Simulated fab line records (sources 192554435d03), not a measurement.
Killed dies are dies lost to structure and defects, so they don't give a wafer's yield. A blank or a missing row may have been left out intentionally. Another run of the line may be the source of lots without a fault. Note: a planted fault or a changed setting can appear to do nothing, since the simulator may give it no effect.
Chamber matching | flow n5Finfet | N5_BEOL_M10_STRIP_67 on rieDiel-02: 4 sister chambers
The step strips in CF4. 18 wafers are shown with their chamber, then 9 later ones without.

WAFERS WITH THEIR CHAMBER
wafer  | chamber | showerheadPlenumPTorr (Torr) | drypumpMotorCurrentA (A) | throttleValvePct (%)
L076.1 | 0       | 1.72                         | 6.1                      | 13.58
L076.4 | 1       | 1.80                         | 5.2                      | 13.68
L076.6 | 3       | 1.84                         | 5.1                      | 14.00
L077.1 | 0       | 1.72                         | 6.1                      | 13.58
L077.4 | 3       | 1.84                         | 5.1                      | 13.98
L077.6 | 2       | 1.72                         | 5.3                      | 14.15
L075.2 | 2       | 1.72                         | 5.3                      | 14.18
L075.4 | 3       | 1.84                         | 5.1                      | 13.99
L075.6 | 3       | 1.84                         | 5.1                      | 14.02
L078.2 | 0       | 1.72                         | 6.1                      | 13.57
L078.4 | 1       | 1.80                         | 5.2                      | 13.69
L078.6 | 1       | 1.80                         | 5.3                      | 13.68
L081.1 | 3       | 1.84                         | 5.1                      | 14.01
L081.2 | 1       | 1.80                         | 5.3                      | 13.71
L081.6 | 3       | 1.84                         | 5.1                      | 14.04
L083.2 | 0       | 1.71                         | 6.1                      | 13.62
L083.4 | 1       | 1.80                         | 5.2                      | 13.71
L083.6 | 2       | 1.72                         | 5.3                      | 14.18

SIGNATURES (means of the wafers above)
reading               | chamber 0 | chamber 1 | chamber 2 | chamber 3 | scatter within a chamber
showerheadPlenumPTorr | 1.7175    | 1.8000    | 1.7200    | 1.8400    | 0.00231
drypumpMotorCurrentA  | 6.100     | 5.240     | 5.300     | 5.100     | 0.0293
throttleValvePct      | 13.5875   | 13.6940   | 14.1700   | 14.0067   | 0.0195
Rule: a wafer's distance from a chamber is the root of the sum, over the readings, of the square of ((its reading less the chamber's mean) divided by the reading's scatter). The wafer belongs to the nearest chamber; if the next one is less than 2 further off, it can't be placed. How the scatter is found: for the shown wafers, subtract from each reading the mean of its chamber, square and add these, divide the total by (wafers less chambers), then take the root.

WAFERS WHOSE CHAMBER IS MISSING
wafer  | showerheadPlenumPTorr (Torr) | drypumpMotorCurrentA (A) | throttleValvePct (%)
L085.2 | 1.71                         | 6.2                      | 13.63
L085.5 | 1.71                         | 5.3                      | 14.20
L085.6 | 1.84                         | 5.1                      | 14.02
L092.3 | 1.71                         | 6.1                      | 13.66
L092.5 | 1.79                         | 5.2                      | 13.75
L092.6 | 1.83                         | 5.1                      | 14.08
L095.2 | 1.83                         | 5.1                      | 14.10
L095.5 | 1.70                         | 6.1                      | 13.69
L095.6 | 1.79                         | 5.2                      | 13.78

WHICH CHAMBER EACH WENT THROUGH
wafer  | from the rows above | in truth
L085.2 | 0                   | 0
L085.5 | 2                   | 2
L085.6 | 3                   | 3
L092.3 | 0                   | 0
L092.5 | 1                   | 1
L092.6 | 3                   | 3
L095.2 | 3                   | 3
L095.5 | 0                   | 0
L095.6 | 1                   | 1
9 of 9 placed correctly. From these rows, 0 cannot be placed. Number placed wrongly: 0.
